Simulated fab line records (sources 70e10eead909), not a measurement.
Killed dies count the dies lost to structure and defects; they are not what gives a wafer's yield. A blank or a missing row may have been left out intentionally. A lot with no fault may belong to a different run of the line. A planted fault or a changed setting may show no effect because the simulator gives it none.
Which tool did it?	flow nandHarc	Sampling: 24 lots, 72 wafers, 5 of 1159 route steps

== WHAT THE GAUGES SHOWED, per wafer ==
NHARC_A_CHANNEL_FILL_D1_INSPECT_13. Usual: rawDefectCount at 294, with a standard deviation of 110.
lot	measured	on	rawDefectCount	flag
L074	day 11 03:49	defectInspect-01	440 226 281	
L075	day 11 03:50	defectInspect-02	253 302 220	
L078	day 11 10:23	defectInspect-01	381 288 296	
L076	day 11 10:32	defectInspect-01	287 504 177	
L079	day 11 15:13	defectInspect-01	194 332 167	
L077	day 11 14:52	defectInspect-01	256 408 374	
L080	day 11 20:29	defectInspect-02	179 184 401	
L081	day 12 09:12	defectInspect-02	272 248 269	
L083	day 12 23:22	defectInspect-01	182 328 344	
L082	day 12 23:32	defectInspect-01	811 365 397	
L084	day 12 23:22	defectInspect-02	401 267 260	
L088	day 13 16:34	defectInspect-01	199 208 190	
L087	day 13 16:44	defectInspect-01	147 170 240	
L086	day 13 20:41	defectInspect-01	289 211 194	
L085	day 13 20:32	defectInspect-01	298 206 533	
L089	day 14 10:43	defectInspect-01	245 208 150	
L090	day 14 15:45	defectInspect-02	239 109 326	
L091	day 14 15:45	defectInspect-01	303 291 411	
L093	day 15 09:51	defectInspect-01	261 140 162	
L094	day 15 06:46	defectInspect-02	349 505 284	
L092	day 15 09:52	defectInspect-02	264 237 241	
L095	day 15 19:36	defectInspect-01	190 178 255	
L096	day 15 23:04	defectInspect-01	251 219 362	
L097	day 16 10:20	defectInspect-01	452 645 416	

== WHAT TOOL EACH LOT RAN ON (gives the tool, then ch and the chambers of the sampled wafers, and finally the start) ==
lot	NHARC_A_CHANNEL_HOLE_D1_ETCH_34	NHARC_A_CHANNEL_FILL_D1_ALD_02	NHARC_A_CHANNEL_FILL_D1_ALD_25	NHARC_A_CHANNEL_FILL_D1_RTA_24
L074	rieDiel-07 ch 0,1,3, day 9 03:12 or earlier	aldHk-02 ch 1,2,3, day 9 03:12	aldHk-02 ch 0,1, day 10 16:25	rtpAnneal-02 ch 0, day 11 03:39
L075	rieDiel-01 ch 0,2,3, day 9 05:20 or earlier	aldHk-02 ch 1,2,3, day 9 05:20	aldHk-03 ch 0,2, day 10 15:47	rtpAnneal-01 ch 0, day 11 03:37
L078	rieDiel-09 ch 2,3, day 9 10:27 or earlier	aldHk-03 ch 2,3, day 9 10:27	aldHk-03 ch 0,2,3, day 10 23:35	rtpAnneal-02 ch 0, day 11 10:11
L076	rieDiel-01 ch 0,1,3, day 9 11:03 or earlier	aldHk-03 ch 0,2,3, day 9 11:03	aldHk-02 ch 1,2,3, day 10 22:35	rtpAnneal-02 ch 0, day 11 10:23
L079	rieDiel-07 ch 0,1,2, day 9 14:40 or earlier	aldHk-03 ch 1,2, day 9 14:40	aldHk-01 ch 1,2,3, day 11 05:18	rtpAnneal-01 ch 0, day 11 15:05
L077	rieDiel-09 ch 2,3, day 9 15:28 or earlier	aldHk-02 ch 0,1,3, day 9 15:28	aldHk-02 ch 0,3, day 11 02:52	rtpAnneal-01 ch 0, day 11 14:44
L080	rieDiel-09 ch 0,2,3, day 9 20:10 or earlier	aldHk-01 ch 0,2,3, day 9 20:10	aldHk-02 ch 0,3, day 11 09:03	rtpAnneal-01 ch 0, day 11 20:20
L081	rieDiel-01 ch 0,3, day 10 06:35 or earlier	aldHk-02 ch 0,1, day 10 06:35	aldHk-01 ch 0,3, day 11 21:07	rtpAnneal-02 ch 0, day 12 09:01
L083	rieDiel-01 ch 1,2,3, day 10 22:04 or earlier	aldHk-03 ch 0,2,3, day 10 22:04	aldHk-01 ch 1,2,3, day 12 12:44	rtpAnneal-01 ch 0, day 12 23:10
L082	rieDiel-01 ch 1,3, day 11 00:05 or earlier	aldHk-01 ch 0,1, day 11 00:05	aldHk-02 ch 0,1,2, day 12 12:36	rtpAnneal-01 ch 0, day 12 23:20
L084	rieDiel-01 ch 0,2,3, day 11 02:13 or earlier	aldHk-01 ch 1,2,3, day 11 02:13	aldHk-03 ch 0,3, day 12 11:20	rtpAnneal-02 ch 0, day 12 23:10
L088	rieDiel-01 ch 0,1,3, day 11 16:48 or earlier	aldHk-02 ch 0,2,3, day 11 16:48	aldHk-03 ch 0,2, day 13 05:10	rtpAnneal-01 ch 0, day 13 16:22
L087	rieDiel-09 ch 0,1,2, day 11 17:10 or earlier	aldHk-02 ch 1,2, day 11 17:10	aldHk-01 ch 0,2,3, day 13 05:10	rtpAnneal-01 ch 0, day 13 16:32
L086	rieDiel-01 ch 0,2,3, day 11 21:07 or earlier	aldHk-02 ch 0,1,2, day 11 21:07	aldHk-02 ch 1,2, day 13 09:13	rtpAnneal-01 ch 0, day 13 20:30
L085	rieDiel-09 ch 0,2,3, day 11 21:20 or earlier	aldHk-02 ch 1,3, day 11 21:20	aldHk-01 ch 0,3, day 13 08:37	rtpAnneal-01 ch 0, day 13 20:19
L089	rieDiel-01 ch 1,2,3, day 12 09:22 or earlier	aldHk-03 ch 1,3, day 12 09:22	aldHk-02 ch 1,3, day 13 22:40	rtpAnneal-01 ch 0, day 14 10:35
L090	rieDiel-09 ch 2,3, day 12 15:08 or earlier	aldHk-02 ch 0,1,2, day 12 15:08	aldHk-03 ch 0,3, day 14 03:53	rtpAnneal-02 ch 0, day 14 15:33
L091	rieDiel-01 ch 2,3, day 12 15:06 or earlier	aldHk-03 ch 1,2,3, day 12 15:06	aldHk-01 ch 0,2,3, day 14 04:30	rtpAnneal-01 ch 0, day 14 15:33
L093	rieDiel-07 ch 1,2,3, day 13 07:27 or earlier	aldHk-02 ch 0,1,3, day 13 07:27	aldHk-02 ch 0,2, day 14 21:44	rtpAnneal-02 ch 0, day 15 09:42
L094	rieDiel-01 ch 0,2, day 13 06:56 or earlier	aldHk-02 ch 0,3, day 13 06:56	aldHk-01 ch 0,1, day 14 18:53	rtpAnneal-02 ch 0, day 15 06:34
L092	rieDiel-09 ch 1,3, day 13 10:47 or earlier	aldHk-03 ch 0,1, day 13 10:47	aldHk-03 ch 0,2,3, day 14 23:03	rtpAnneal-01 ch 0, day 15 09:39
L095	rieDiel-07 ch 0,1, day 13 18:37 or earlier	aldHk-03 ch 2,3, day 13 18:37	aldHk-03 ch 1,2, day 15 07:35	rtpAnneal-01 ch 0, day 15 19:29
L096	rieDiel-09 ch 1,2,3, day 13 20:18 or earlier	aldHk-03 ch 0,1,2, day 13 20:18	aldHk-01 ch 0,1, day 15 07:35	rtpAnneal-02 ch 0, day 15 22:53
L097	rieDiel-01 ch 1,2,3, day 14 07:34 or earlier	aldHk-01 ch 1,2, day 14 07:34	aldHk-03 ch 1,3, day 15 22:28	rtpAnneal-01 ch 0, day 16 10:08
- NHARC_A_CHANNEL_HOLE_D1_ETCH_34: etches the open film in CF4/CHF3, target depth 154 nm, time 77 s.
- NHARC_A_CHANNEL_FILL_D1_ALD_02: deposits SiO2, target thk 6 nm, pulse time 10 s, ald cycles 60.
- NHARC_A_CHANNEL_FILL_D1_ALD_25: deposits SiOx, target thk 60 nm, pulse time 10 s, ald cycles 600.
- NHARC_A_CHANNEL_FILL_D1_RTA_24: time 5 s.

== AS READ BY THE TOOLS THEMSELVES (means over the sampled wafers that have a number; for cases with no such wafer, the mark the record gives instead) ==
NHARC_A_CHANNEL_HOLE_D1_ETCH_34. Usual: drypumpMotorCurrentA 5.8 A, standard deviation 0.3; mfcArSccm 0.002 sccm, standard deviation 0.0051; oesProductAu 0.937 a.u., standard deviation 0.023; rfVppV 370.3 V, standard deviation 2.2; showerheadPlenumPTorr 1.56 Torr, standard deviation 0.061; throttleValvePct 16.803 %, standard deviation 0.01.
lot	tool	drypumpMotorCurrentA (A)	mfcArSccm (sccm)	oesProductAu (a.u.)	rfVppV (V)	showerheadPlenumPTorr (Torr)	throttleValvePct (%)	flag
L074	rieDiel-07	5.4	0.000	0.954	370.5	1.56	16.803	
L075	rieDiel-01	5.8	0.000	0.982	370.4	1.59	16.802	
L078	rieDiel-09	5.8	0.011	0.914	371.3	1.57	16.806	
L076	rieDiel-01	5.8	0.000	0.928	370.7	1.58	16.803	
L079	rieDiel-07	5.4	0.000	0.914	370.5	1.55	16.800	
L077	rieDiel-09	5.8	0.011	0.961	370.2	1.57	16.804	
L080	rieDiel-09	6.1	0.005	0.968	368.4	1.53	16.812	
L081	rieDiel-01	5.7	0.001	0.922	371.2	1.59	16.795	
L083	rieDiel-01	5.8	0.000	0.922	369.9	1.55	16.809	
L082	rieDiel-01	5.8	0.001	0.963	369.4	1.56	16.812	
L084	rieDiel-01	5.8	0.000	0.927	370.0	1.58	16.800	
L088	rieDiel-01	5.7	0.000	0.964	371.1	1.58	16.798	
L087	rieDiel-09	6.3	0.000	0.934	369.0	1.54	16.815	
L086	rieDiel-01	5.8	0.000	0.925	371.2	1.58	16.803	
L085	rieDiel-09	6.1	0.005	0.918	369.4	1.53	16.802	
L089	rieDiel-01	5.8	0.000	0.912	370.0	1.55	16.799	
L090	rieDiel-09	5.8	0.011	0.947	370.1	1.57	16.807	
L091	rieDiel-01	5.8	0.001	0.920	369.9	1.56	16.793	
L093	rieDiel-07	5.4	0.000	0.929	369.3	1.55	16.802	
L094	rieDiel-01	5.8	0.000	0.928	371.5	1.58	16.789	
L092	rieDiel-09	5.9	0.011	0.913	372.5	1.62	16.806	
L095	rieDiel-07	5.2	0.000	0.929	372.1	1.62	16.796	
L096	rieDiel-09	6.0	0.005	0.953	370.8	1.58	16.803	
L097	rieDiel-01	5.8	0.000	0.917	368.6	1.55	16.807	

NHARC_A_CHANNEL_FILL_D1_ALD_02. Usual: heaterPowerW 469 W, standard deviation 36; precursorPulseHeightRel 1.000, standard deviation 0.018.
lot	tool	heaterPowerW (W)	precursorPulseHeightRel	flag
L074	aldHk-02	470	0.991	
L075	aldHk-02	471	1.008	
L078	aldHk-03	489	1.000	
L076	aldHk-03	470	1.002	
L079	aldHk-03	471	1.003	
L077	aldHk-02	464	0.994	
L080	aldHk-01	430	0.992	
L081	aldHk-02	441	1.003	
L083	aldHk-03	473	0.985	
L082	aldHk-01	469	0.996	
L084	aldHk-01	435	1.010	
L088	aldHk-02	501	0.996	
L087	aldHk-02	494	1.004	
L086	aldHk-02	474	1.003	
L085	aldHk-02	450	0.986	
L089	aldHk-03	479	0.997	
L090	aldHk-02	474	1.012	
L091	aldHk-03	480	1.016	
L093	aldHk-02	479	0.998	
L094	aldHk-02	482	1.000	
L092	aldHk-03	440	1.004	
L095	aldHk-03	489	1.021	
L096	aldHk-03	461	1.001	
L097	aldHk-01	466	1.001	

NHARC_A_CHANNEL_FILL_D1_ALD_25. Usual: heaterPowerW 462 W, standard deviation 40; precursorPulseHeightRel 1.001, standard deviation 0.021.
lot	tool	heaterPowerW (W)	precursorPulseHeightRel	flag
L074	aldHk-02	452	0.992	
L075	aldHk-03	448	1.007	
L078	aldHk-03	467	1.000	
L076	aldHk-02	474	0.990	
L079	aldHk-01	431	0.990	
L077	aldHk-02	482	1.009	
L080	aldHk-02	478	1.005	
L081	aldHk-01	405	0.998	
L083	aldHk-01	435	0.999	
L082	aldHk-02	481	0.998	
L084	aldHk-03	475	1.009	
L088	aldHk-03	470	0.995	
L087	aldHk-01	427	0.989	
L086	aldHk-02	486	0.987	
L085	aldHk-01	403	0.982	
L089	aldHk-02	480	1.006	
L090	aldHk-03	457	1.012	
L091	aldHk-01	437	0.988	
L093	aldHk-02	496	1.013	
L094	aldHk-01	472	0.997	
L092	aldHk-03	484	0.999	
L095	aldHk-03	458	1.001	
L096	aldHk-01	480	1.006	
L097	aldHk-03	494	1.032	

NHARC_A_CHANNEL_FILL_D1_RTA_24. Usual: lampPowerPct 29.3 %, standard deviation 2.4; wafer_temp_C_max 1004.5, standard deviation 0.98.
lot	tool	lampPowerPct (%)	wafer_temp_C_max	flag
L074	rtpAnneal-02	26.2	1006.4	
L075	rtpAnneal-01	31.2	1004.0	
L078	rtpAnneal-02	26.2	1005.7	
L076	rtpAnneal-02	26.2	1004.3	
L079	rtpAnneal-01	31.2	1003.6	
L077	rtpAnneal-01	31.2	1004.4	
L080	rtpAnneal-01	31.2	1003.4	
L081	rtpAnneal-02	26.3	1004.6	
L083	rtpAnneal-01	31.2	1003.7	
L082	rtpAnneal-01	31.2	1004.3	
L084	rtpAnneal-02	26.2	1006.2	
L088	rtpAnneal-01	31.2	1004.0	
L087	rtpAnneal-01	31.2	1004.7	
L086	rtpAnneal-01	31.2	1004.1	
L085	rtpAnneal-01	31.2	1004.3	
L089	rtpAnneal-01	31.2	1003.9	
L090	rtpAnneal-02	26.2	1004.4	
L091	rtpAnneal-01	31.2	1004.1	
L093	rtpAnneal-02	26.2	1004.3	
L094	rtpAnneal-02	26.2	1005.5	
L092	rtpAnneal-01	31.2	1003.8	
L095	rtpAnneal-01	31.2	1003.7	
L096	rtpAnneal-02	26.2	1005.0	
L097	rtpAnneal-01	31.2	1004.9	

== THE ANSWER, worked out from the rows above alone ==
Rule: lot off if the mean of its wafers having a number is beyond 3 standard deviations from the usual mean. A lot without any number at a reading at which 4 lots or more have one is off too. The other lots that the step has rows for count as sound. After the gauges, taken in route order, come the tools' own readings; for these a lot's mean is taken, as printed above. At the first step where some lot is off, the reading lying furthest off is the one used; lots without a number count as furthest.
Across all readings shown, no lot is off: no conclusion can be drawn from this.

== WHAT THE SIMULATOR PUT IN ==
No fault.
